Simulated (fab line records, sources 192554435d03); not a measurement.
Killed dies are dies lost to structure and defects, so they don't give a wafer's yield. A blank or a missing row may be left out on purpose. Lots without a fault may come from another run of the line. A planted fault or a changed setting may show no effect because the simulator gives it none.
fab line records | flow n5_finfet
record lots=7 wafers=39
route steps=1938 shown PMOS_HMC_CHANNEL_EPI@57 FIN_SAQP@138 DUMMY_GATE@220 BEOL_M6@1230 BEOL_M8@1371
start_h: hours from the record's first day to the start of the lot's first wafer shown | wait_h: hours since the lot's step before | " the same as in the row above | L1.1+2: a row that stands for several wafers | - no value, or no start given | * or withheld: withheld | < > ~ a bound
route shown NAME@n: a module of which the file shows steps, and the number in the route of the first | usual: mean/standard deviation of fault-free wafers | same: alike in all rows | chamber/n: place in a boat | sites: the reading at each site | _std_site: their standard deviation | _edge_site: outer sites' mean less inner sites' | radius_mm: how far each site lies from the wafer's centre | mask NAME#n: copy n | behind: the tool/chamber that last shaped the wafer | hold: why the lot was held/for how many hours/how that ended | device: the transistor (n, p or np) that didn't switch | end of line: the same wafers' tests at the end of the route | a step without rows: its recipe alone | killed: dies lost to structure and defects at the first sort, not the wafer's yield | map: a wafer's dies, x killed, . not, _ none there
set.NAME: the setting as run; set.NAME@STEP: as run at that earlier step | model.NAME: the simulator's own value behind a step, which no gauge read
lots whose settings were changed on purpose; a table a step, a row a wafer
## steps
# step N5_PMOS_HMC_CHANNEL_EPI_HM_DEP_34
# recipe material=SiO2 target_thk_a=360 temp_c=400 precursor=TEOS/O2 pressure_torr=6.5 rf_w=900 teos_flow_sccm=161.4 gas=O2 flow_sccm=2650 time_s=6.9
# columns lot.wafer tool chamber start_h wait_h set.target_thk_a model.SiO2_of_PMOS_HMC_CHANNEL_EPI_HM_DEP_34.thk_nm
L084.1 pecvd-02 1 77.09 0.0 165.3 16.43
L084.2 " 2 " " 165.3 16.55
L084.3 " 0 " " 360 36.26
L084.4 " 2 " " 360 36.37
L084.5 " 0 " " 360 36.68
L084.6 " 1 " " 165.3 16.41
L085.1 pecvd-01 0 83.07 0.0 571.9 56.13
L085.2 " 2 " " 571.9 56.38
L085.3 " 0 " " 571.9 57.45
L085.4 " 2 " " 360 36.41
L085.5 " 2 " " 360 36.11
L085.6 " 0 " " 360 36
L088.1 pecvd-01 0 101.07 0.0 360 35.63
L088.2 " 1 " " 360 34.95
L088.3 " 2 " " 360 35.62
L088.4 " 0 " " 360 36.44
L088.5 " 2 " " 360 36.31
L088.6 " 1 " " 360 36.16
L089.3 pecvd-04 0 106.78 0.0 360 36.16
L089.4 " 1 " " 360 37.31
L089.5 " 0 " " 360 36.9
L091.1 pecvd-02 1 118.99 0.0 457.7 44.93
L091.2 " 2 " " 457.7 44.78
L091.3 " 0 " " 360 35.2
L091.4 " 1 " " 360 36.01
L091.5 " 0 " " 457.7 45.65
L091.6 " 2 " " 360 35.93
L092.1 pecvd-02 0 126.53 0.0 360 35.95
L092.2 " 2 " " 474.1 46.9
L092.3 " 1 " " 474.1 47.05
L092.4 " 0 " " 474.1 47.86
L092.5 " 2 " " 360 36.8
L092.6 " 1 " " 360 36.42
L094.1 pecvd-04 0 138.17 0.0 360 35.51
L094.2 " 1 " " 360 35.99
L094.3 " 2 " " 290.1 28.46
L094.4 " 1 " " 290.1 30.09
L094.5 " 0 " " 360 36.28
L094.6 " 2 " " 290.1 29.15
# step N5_FIN_SAQP_SPACER2_ALD_28
# recipe material=SiO2 target_thk_a=81 temp_c=300 ald_precursor_family=BDEAS ald_co_reactant=O2-plasma pulse_time_s=1 purge_time_s=2 co_reactant_purge_time_s=2 pressure_torr=2
# columns lot.wafer tool chamber start_h wait_h set.target_thk_a model.SiO2_of_FIN_SAQP_SPACER2_ALD_28.thk_nm
L084.1+2+3+4+5+6 ald_sin-04 3,1,0,2,3,0 85.19 0.1 81 8.2
L085.1+2 ald_sin-04 1,3 92.39 1.0 44.48 4.4
L085.3+4+5 " 0,2,0 " " 81 8.2
L085.6 " 3 " " 44.48 4.6
L088.1+2+3+4+5+6 ald_sin-04 1,3,2,0,3,2 110.05 0.1 81 8.2
L089.3+5 ald_sin-02 1,3 114.96 0.1 81 8
L089.4 " 3 " " 81 8.2
L091.1+2+3 ald_sin-04 1,3,0 128.91 0.1 106.9 10.8
L091.4+5+6 " 2,0,1 " " 81 8.2
L092.1+3+6 ald_sin-02 3,2,2 135.02 0.1 81 8
L092.2+4+5 " 1,0,1 " " 104.2 10.4
L094.1+5+6 ald_sin-03 1,2,1 146.60 0.1 81 8.2
L094.2+3+4 " 3,2,0 " " 94.78 9.6
# step N5_FIN_SAQP_SPACER2_ETCHBACK_29
# recipe chemistry=CHF3/O2 mode=anisotropic_etchback target=SiO2 target_depth_a=122 time_s=6.1 pressure_mtorr=30 source_w=650 bias_w=170 Ar_flow_sccm=200 CHF3_flow_sccm=50 O2_flow_sccm=5 ion_energy_ev=200
# step N5_FIN_SAQP_MANDREL2_REMOVE_60
# recipe chemistry=HBr/Cl2/O2 bt_time_s=10 target=a-Si stop_on=SiNx endpoint=OES-SiCl over_etch_frac=1 icp_w=600 bias_w=22 HBr_flow_sccm=150 Cl2_flow_sccm=80 O2_flow_sccm=5 pressure_mtorr=10
# columns lot.wafer tool chamber start_h wait_h set.target_thk_a@FIN_SAQP_SPACER2_ALD_28 model.FIN_SAQP.cd_nm
L084.1+2 rie_si-04 0,2 85.63 0.1 81 8.4
L084.3+4+5+6 " 1,3,1,2 " " 81 8.2
L085.1+2 rie_si-04 2,1 92.85 0.1 44.48 4.4
L085.3+5 " 0 " " 81 8.2
L085.4 " 3 " " 81 8
L085.6 " 1 " " 44.48 4.6
L088.1 rie_si-04 2 110.46 0.1 81 8.4
L088.2+3+4+5+6 " 1,0,3,1,0 " " 81 8.2
L089.3+5 rie_si-06 1 115.37 0.1 81 8
L089.4 " 2 " " 81 8.2
L091.1+2+3 rie_si-06 3,1,2 129.34 0.1 106.9 10.8
L091.4+5+6 " 0,3,0 " " 81 8.2
L092.1+3+6 rie_si-04 3 135.43 0.1 81 8
L092.2+4+5 " 3 " " 104.2 10.4
L094.1+5+6 rie_si-04 0,0,1 147.01 0.1 81 8.2
L094.2+3+4 " 3,1,3 " " 94.78 9.4
# step N5_FIN_SAQP_CD_MEAS_31
# recipe target_cd_nm=8 landing_energy_ev=1000 detector=se_inlens polarity=line
# usual cd_nm=8.13/0.21
# columns lot.wafer tool chamber start_h wait_h set.target_thk_a@FIN_SAQP_SPACER2_ALD_28 cd_nm
L084.1 cd_sem-03 0 85.74 0.1 81 8.40
L084.2 " 0 " " 81 8.13
L084.3 " 0 " " 81 8.39
L084.4 " 0 " " 81 8.10
L084.5 " 0 " " 81 8.23
L084.6 " 0 " " 81 8.29
L085.1 cd_sem-03 0 92.96 0.1 44.48 4.45
L085.2 " 0 " " 44.48 4.89
L085.3 " 0 " " 81 8.59
L085.4 " 0 " " 81 8.06
L085.5 " 0 " " 81 8.40
L085.6 " 0 " " 44.48 4.31
L088.1 cd_sem-01 0 110.57 0.1 81 8.27
L088.2 " 0 " " 81 8.21
L088.3 " 0 " " 81 7.84
L088.4 " 0 " " 81 7.99
L088.5 " 0 " " 81 8.12
L088.6 " 0 " " 81 7.92
L089.3 cd_sem-01 0 115.49 0.1 81 8.03
L089.4 " 0 " " 81 8.04
L089.5 " 0 " " 81 8.33
L091.1 cd_sem-01 0 129.45 0.1 106.9 10.89
L091.2 " 0 " " 106.9 10.99
L091.3 " 0 " " 106.9 10.73
L091.4 " 0 " " 81 8.07
L091.5 " 0 " " 81 8.17
L091.6 " 0 " " 81 8.29
L092.1 cd_sem-02 0 135.70 0.2 81 8.15
L092.2 " 0 " " 104.2 9.99
L092.3 " 0 " " 81 8.07
L092.4 " 0 " " 104.2 10.15
L092.5 " 0 " " 104.2 10.20
L092.6 " 0 " " 81 8.44
L094.1 cd_sem-03 0 147.12 0.1 81 8.74
L094.2 " 0 " " 94.78 9.27
L094.3 " 0 " " 94.78 9.42
L094.4 " 0 " " 94.78 9.42
L094.5 " 0 " " 81 8.20
L094.6 " 0 " " 81 7.86
# step N5_FIN_SAQP_HM_OPEN_33
# recipe chemistry=CH3F/O2 target=SiNx mask_material=SiO2 target_depth_a=494 time_s=70.6 pressure_mtorr=30 source_w=395 bias_w=73 Ar_flow_sccm=150 CH3F_flow_sccm=30 O2_flow_sccm=20 ion_energy_ev=120 ends=cleared
# step N5_FIN_SAQP_ETCH_34
# recipe chemistry=C4F6/O2 target=SiO2 target_depth_a=450 time_s=15 ion_energy_ev=250 pressure_mtorr=30 source_w=345 bias_w=185 Ar_flow_sccm=300 C4F6_flow_sccm=10 O2_flow_sccm=10 ends=cleared
# columns lot.wafer tool chamber start_h wait_h set.target_thk_a@FIN_SAQP_SPACER2_ALD_28 model.FIN_SAQP.cd_nm
L084.1+2+3+6 rie_diel-06 3,0,2,0 85.91 0.0 81 8.2
L084.4+5 " 1 " " 81 8
L085.1+2+6 rie_diel-03 0,3,3 93.08 0.0 44.48 4.6
L085.3+4+5 " 2,1,2 " " 81 8
L088.1 rie_diel-06 2 110.75 0.0 81 8.4
L088.2+3+4+6 " 3,0,1,2 " " 81 8.2
L088.5 " 1 " " 81 8
L089.3 rie_diel-01 3 115.60 0.0 81 8
L089.4+5 " 2,1 " " 81 8.2
L091.1+2+3 rie_diel-03 1,2,3 129.66 0.0 106.9 10.8
L091.4+5 " 0,3 " " 81 8.4
L091.6 " 2 " " 81 8
L092.1+3+6 rie_diel-06 0,2,3 135.82 0.0 81 8
L092.2 " 3 " " 104.2 10.2
L092.4 " 1 " " 104.2 10.4
L092.5 " 0 " " 104.2 10.6
L094.1+5 rie_diel-01 1 147.24 0.0 81 8
L094.2+3+4 " 3,2,0 " " 94.78 9.4
L094.6 " 0 " " 81 8.2
# step N5_FIN_SAQP_STRIP_77
# recipe chemistry=N2/H2 time_s=90 power_w=100 temp_c=40 pressure_mtorr=100 rf_frequency_hz=6e+07 bias_power_w=3 n2_flow_sccm=300 h2_flow_sccm=300
# step N5_FIN_SAQP_HM_CD_35
# recipe target_cd_nm=8 polarity=line
# usual cd_nm=8.12/0.24
# columns lot.wafer tool chamber start_h wait_h set.target_thk_a@FIN_SAQP_SPACER2_ALD_28 cd_nm
L084.1 cd_sem-02 - 86.06 0.1 81 8.10
L084.2 " - " " 81 8.63
L084.3 " - " " 81 7.93
L084.4 " - " " 81 8.15
L084.5 " - " " 81 8.35
L084.6 " - " " 81 8.05
L085.1 cd_sem-01 - 93.22 0.1 44.48 4.37
L085.2 " - " " 44.48 4.47
L085.3 " - " " 81 8.20
L085.4 " - " " 81 8.14
L085.5 " - " " 81 7.75
L085.6 " - " " 44.48 4.85
L088.1 cd_sem-02 - 110.90 0.1 81 8.66
L088.2 " - " " 81 8.22
L088.3 " - " " 81 8.29
L088.4 " - " " 81 7.92
L088.5 " - " " 81 8.14
L088.6 " - " " 81 8.08
L089.3 cd_sem-02 - 115.75 0.1 81 8.14
L089.4 " - " " 81 8.57
L089.5 " - " " 81 8.05
L091.1 cd_sem-01 - 129.80 0.1 106.9 10.96
L091.2 " - " " 106.9 10.71
L091.3 " - " " 106.9 10.98
L091.4 " - " " 81 8.42
L091.5 " - " " 81 8.25
L091.6 " - " " 81 8.04
L092.1 cd_sem-03 - 135.97 0.1 81 8.06
L092.2 " - " " 104.2 10.09
L092.3 " - " " 81 7.91
L092.4 " - " " 104.2 10.60
L092.5 " - " " 104.2 10.62
L092.6 " - " " 81 7.69
L094.1 cd_sem-02 - 147.38 0.1 81 8.46
L094.2 " - " " 94.78 9.47
L094.3 " - " " 94.78 9.16
L094.4 " - " " 94.78 9.18
L094.5 " - " " 81 8.41
L094.6 " - " " 81 8.30
# step N5_FIN_SAQP_ETCH_64
# recipe chemistry=CF4 target=SiO2 target_depth_a=15 ion_energy_ev=350 pressure_mtorr=10 icp_w=800 bias_w=400 cf4_flow_sccm=80
# columns lot.wafer tool chamber start_h wait_h set.target_thk_a@FIN_SAQP_SPACER2_ALD_28 model.FIN_SAQP.cd_nm
L084.1+4+5+6 rie_si-06 3,2,2,3 86.11 0.0 81 8.2
L084.2+3 " 1,0 " " 81 8.4
L085.1+2 rie_si-01 3,1 93.27 0.0 44.48 4.6
L085.3+4+5 " 0,2,2 " " 81 8
L085.6 " 1 " " 44.48 4.8
L088.1+2+5+6 rie_si-01 3,2,1,2 110.95 0.0 81 8.2
L088.3 " 1 " " 81 8.4
L088.4 " 0 " " 81 8
L089.3 rie_si-04 1 115.80 0.0 81 8.2
L089.4+5 " 3,2 " " 81 8
L091.1+2+3 rie_si-01 1,2,3 129.85 0.0 106.9 10.8
L091.4+5 " 0,2 " " 81 8.4
L091.6 " 1 " " 81 8
L092.1+3+6 rie_si-06 0,1,2 136.02 0.0 81 8
L092.2 " 3 " " 104.2 10.2
L092.4+5 " 2,3 " " 104.2 10.4
L094.1+6 rie_si-06 2,3 147.43 0.0 81 8.2
L094.2+3+4 " 1,0,3 " " 94.78 9.4
L094.5 " 0 " " 81 8
# step N5_FIN_SAQP_FIN_ETCH_36
# recipe chemistry=HBr/Cl2/O2 target_depth_a=1200 mask_material=SiNx time_s=50.4 bias_w=102 pressure_mtorr=10 icp_w=800 HBr_flow_sccm=150 Cl2_flow_sccm=80 O2_flow_sccm=12
# columns lot.wafer tool chamber start_h wait_h set.target_thk_a@FIN_SAQP_SPACER2_ALD_28 model.FIN_SAQP.cd_nm
L084.1+2+4+5 rie_si-06 3,1,2,2 86.13 0.0 81 8.2
L084.3 " 0 " " 81 8.4
L084.6 " 3 " " 81 8
L085.1+2 rie_si-01 3,1 93.29 0.0 44.48 4.4
L085.3+4+5 " 0,2,2 " " 81 8
L085.6 " 1 " " 44.48 4.6
L088.1+2+4+6 rie_si-01 3,2,0,2 110.97 0.0 81 8.2
L088.3+5 " 1 " " 81 8.4
L089.3 rie_si-04 1 115.82 0.0 81 8.2
L089.4+5 " 3,2 " " 81 8
L091.1 rie_si-01 1 129.87 0.0 106.9 11
L091.2+3 " 2,3 " " 106.9 10.8
L091.4 " 0 " " 81 8.6
L091.5 " 2 " " 81 8.4
L091.6 " 1 " " 81 8
L092.1+3+6 rie_si-06 0,1,2 136.04 0.0 81 8
L092.2 " 3 " " 104.2 10.2
L092.4+5 " 2,3 " " 104.2 10.4
L094.1+6 rie_si-06 2,3 147.45 0.0 81 8.2
L094.2+3+4 " 1,0,3 " " 94.78 9.4
L094.5 " 0 " " 81 8
# step N5_FIN_SAQP_CD_MEAS_37
# recipe target_cd_nm=8 polarity=line
# usual cd_nm=8.16/0.27
# columns lot.wafer tool chamber start_h wait_h set.target_thk_a@FIN_SAQP_SPACER2_ALD_28 cd_nm
L084.1 cd_sem-03 - 86.24 0.1 81 8.02
L084.2 " - " " 81 8.20
L084.3 " - " " 81 7.98
L084.4 " - " " 81 7.95
L084.5 " - " " 81 7.81
L084.6 " - " " 81 7.79
L085.1 cd_sem-02 - 93.41 0.1 44.48 4.58
L085.2 " - " " 44.48 4.41
L085.3 " - " " 81 8.38
L085.4 " - " " 81 7.80
L085.5 " - " " 81 7.79
L085.6 " - " " 44.48 4.86
L088.1 cd_sem-02 - 111.08 0.1 81 8.00
L088.2 " - " " 81 8.22
L088.3 " - " " 81 8.51
L088.4 " - " " 81 8.18
L088.5 " - " " 81 8.51
L088.6 " - " " 81 8.18
L089.3 cd_sem-01 - 115.94 0.1 81 7.82
L089.4 " - " " 81 7.81
L089.5 " - " " 81 7.76
L091.1 cd_sem-03 - 129.99 0.1 106.9 11.27
L091.2 " - " " 106.9 10.42
L091.3 " - " " 106.9 10.37
L091.4 " - " " 81 8.45
L091.5 " - " " 81 8.86
L091.6 " - " " 81 8.16
L092.1 cd_sem-03 - 136.15 0.1 81 8.09
L092.2 " - " " 104.2 10.14
L092.3 " - " " 81 7.85
L092.4 " - " " 104.2 10.55
L092.5 " - " " 104.2 10.51
L092.6 " - " " 81 8.11
L094.1 cd_sem-02 - 147.57 0.1 81 7.95
L094.2 " - " " 94.78 9.52
L094.3 " - " " 94.78 9.44
L094.4 " - " " 94.78 9.29
L094.5 " - " " 81 8.24
L094.6 " - " " 81 8.50
# step N5_DUMMY_GATE_HM_DEP_06
# recipe material=SiNx target_thk_a=800 precursor=DCS/NH3 temp_c=700 pressure_mtorr=300 time_s=5141
# columns lot.wafer tool chamber start_h wait_h set.time_s model.SiNx_of_DUMMY_GATE_HM_DEP_06.thk_nm
L084.1 - - - 0.0 8118 126.8
L084.2 " - " " 8118 127
L084.3 " - " " 8118 126.4
L084.4+5 " - " " 8118 127.6
L084.6 " - " " 8118 128
L085.1+2 - - - 0.0 5141 79.8
L085.3+5+6 " - " " 5141 79.6
L085.4 " - " " 5141 80
L088.1+2+4+5 - - - 0.0 7836 120.8
L088.3 " - " " 7836 119.8
L088.6 " - " " 7836 121
L089.3 lpcvd-01 1/50 130.79 0.0 5141 80.4
L089.4 " 1/54 " " 5141 80.8
L089.5 " 1/59 " " 5141 80.6
L091.1+3+4+6 - - - 0.0 7045 109.2
L091.2 " - " " 7045 108.6
L091.5 " - " " 7045 109.6
L092.1 - - - 0.0 5141 80.4
L092.2 " - " " 5141 80.2
L092.3+5+6 " - " " 5141 81
L092.4 " - " " 5141 80.6
L094.1+2 - - - 0.4 4084 64.4
L094.3+4+6 " - " " 4084 64
L094.5 " - " " 4084 63.6
# step N5_BEOL_M6_DESCUM_33
# recipe chemistry=O2 time_s=7 source_power_w=50 bias_power_w=20 pressure_mtorr=20 rf_frequency_hz=2.712e+07 temp_c=40 resist=CAR-EUV o2_flow_sccm=225
# columns lot.wafer tool chamber start_h wait_h set.time_s model.CAR-EUV_of_BEOL_M6_COAT_22.thk_nm
L084.1 rie_diel-03 2 251.93 0.9 2.959 28
L084.2+4 " 1,3 " " 7 26
L084.3 " 0 " " 7 26.2
L084.5+6 " 0,1 " " 2.959 28.2
L085.1+4+6 rie_diel-06 1,0,2 252.15 0.9 7 26
L085.2+3+5 " 0,2,1 " " 5.091 27
L089.3+4+5 rie_diel-01 3,1,0 279.61 0.5 7 26
L088.1+3 rie_diel-03 3,2 284.27 0.0 7 26
L088.2+5+6 " 1,1,0 " " 5.232 27
L088.4 " 0 " " 7 26.2
L091.1 rie_diel-01 0 291.83 0.0 7 26.2
L091.2+4 " 3,1 " " 7 26
L091.3+5+6 " 2,3,2 " " 5.147 27
L092.1+3 rie_diel-01 0,2 310.82 0.3 7 26.2
L092.2+4+5+6 " 1,3,3,2 " " 7 26
L094.1+5 rie_diel-01 1,2 323.58 0.4 7 26
L094.2+4 " 3,2 " " 5.753 26.6
L094.3 " 0 " " 7 26.2
L094.6 " 3 " " 5.753 26.8
# step N5_BEOL_M8_ETCH_66
# recipe chemistry=N2/H2 target=SOC target_depth_a=800 overetch_a=160 mask_material=SiARC temp_c=40 time_s=120 ion_energy_ev=200 pressure_mtorr=30 source_w=840 bias_w=150 n2_flow_sccm=200 h2_flow_sccm=200
# columns lot.wafer tool chamber start_h wait_h set.target_depth_a model.etch.depth_nm model.SiARC_of_BEOL_M8_COAT_64.thk_nm
L084.1 rie_diel-06 2 266.68 0.0 379.9 55.22 8.8
L084.2 " 1 " " 800 60.06 6.2
L084.3 " 3 " " 800 59.92 6.6
L084.4 " 2 " " 379.9 55.26 8.8
L084.5 " 1 " " 379.9 53.86 8.8
L084.6 " 3 " " 800 60.03 6.6
L085.1 rie_diel-06 2 271.86 0.0 671.8 59.93 7.2
L085.2 " 3 " " 671.8 60.08 7.4
L085.3 " 1 " " 800 60.07 6.2
L085.4 " 0 " " 671.8 60.29 7.2
L085.5 " 0 " " 800 60.12 6.4
L085.6 " 1 " " 800 60.17 6.2
L089.3 rie_diel-06 2 301.92 0.0 800 60.19 6.4
L089.4 " 0 " " 800 60.3 6.4
L089.5 " 2 " " 800 60.03 6.4
L088.1 rie_diel-06 0 304.25 0.0 800 59.93 6.4
L088.2 " 3 " " 800 59.81 6.8
L088.3 " 2 " " 800 59.91 6.4
L088.4 " 1 " " 800 59.72 6.2
L088.5 " 1 " " 800 59.86 6.2
L088.6 " 2 " " 800 60 6.4
L091.1 rie_diel-06 3 310.59 0.0 800 59.94 6.8
L091.2 " 0 " " 800 60.16 6.4
L091.3 " 1 " " 800 60.22 6.2
L091.4 " 1 " " 800 60.05 6.2
L091.5 " 0 " " 800 60.06 6.4
L091.6 " 3 " " 800 60.19 6.6
L092.1 rie_diel-01 3 332.61 0.0 800 59.87 6.2
L092.2 " 2 " " 655 59.91 7.2
L092.3 " 1 " " 800 59.85 6.4
L092.4 " 0 " " 655 59.7 7.4
L092.5 " 3 " " 655 59.85 7
L092.6 " 2 " " 800 59.86 6.2
L094.1+2 rie_diel-06 0,2 344.04 0.0 800 59.89 6.4
L094.3 " 1 " " 800 60 6.2
L094.4 " 3 " " 800 59.89 6.6
L094.5 " 2 " " 800 59.87 6.4
L094.6 " 3 " " 800 60.01 6.8
## key
split step=N5_PMOS_HMC_CHANNEL_EPI_HM_DEP_34 setting=target_thk_a stated=360 by=wafer
response step=N5_PMOS_HMC_CHANNEL_EPI_HM_DEP_34 reading=model.SiO2_of_PMOS_HMC_CHANNEL_EPI_HM_DEP_34.thk_nm change=+0.355 per=1% r=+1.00
split step=N5_FIN_SAQP_SPACER2_ALD_28 setting=target_thk_a stated=81 by=wafer
response step=N5_FIN_SAQP_SPACER2_ALD_28 reading=model.SiO2_of_FIN_SAQP_SPACER2_ALD_28.thk_nm change=+0.0826 per=1% r=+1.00
response step=N5_FIN_SAQP_MANDREL2_REMOVE_60 reading=model.FIN_SAQP.cd_nm change=+0.0811 per=1% r=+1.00
response step=N5_FIN_SAQP_CD_MEAS_31 reading=cd_nm change=+0.0793 per=1% r=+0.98
response step=N5_FIN_SAQP_ETCH_34 reading=model.FIN_SAQP.cd_nm change=+0.0782 per=1% r=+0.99
response step=N5_FIN_SAQP_HM_CD_35 reading=cd_nm change=+0.079 per=1% r=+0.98
response step=N5_FIN_SAQP_ETCH_64 reading=model.FIN_SAQP.cd_nm change=+0.0768 per=1% r=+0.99
response step=N5_FIN_SAQP_FIN_ETCH_36 reading=model.FIN_SAQP.cd_nm change=+0.0789 per=1% r=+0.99
response step=N5_FIN_SAQP_CD_MEAS_37 reading=cd_nm change=+0.0746 per=1% r=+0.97
split step=N5_DUMMY_GATE_HM_DEP_06 setting=time_s stated=5141 by=lot
response step=N5_DUMMY_GATE_HM_DEP_06 reading=model.SiNx_of_DUMMY_GATE_HM_DEP_06.thk_nm change=+0.791 per=1% r=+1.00
split step=N5_BEOL_M6_DESCUM_33 setting=time_s stated=7 by=wafer
response step=N5_BEOL_M6_DESCUM_33 reading=model.CAR-EUV_of_BEOL_M6_COAT_22.thk_nm change=-0.0359 per=1% r=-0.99
split step=N5_BEOL_M8_ETCH_66 setting=target_depth_a stated=800 by=wafer
response step=N5_BEOL_M8_ETCH_66 reading=model.etch.depth_nm change=+0.0824 per=1% r=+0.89
response step=N5_BEOL_M8_ETCH_66 reading=model.SiARC_of_BEOL_M8_COAT_64.thk_nm change=-0.0465 per=1% r=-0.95
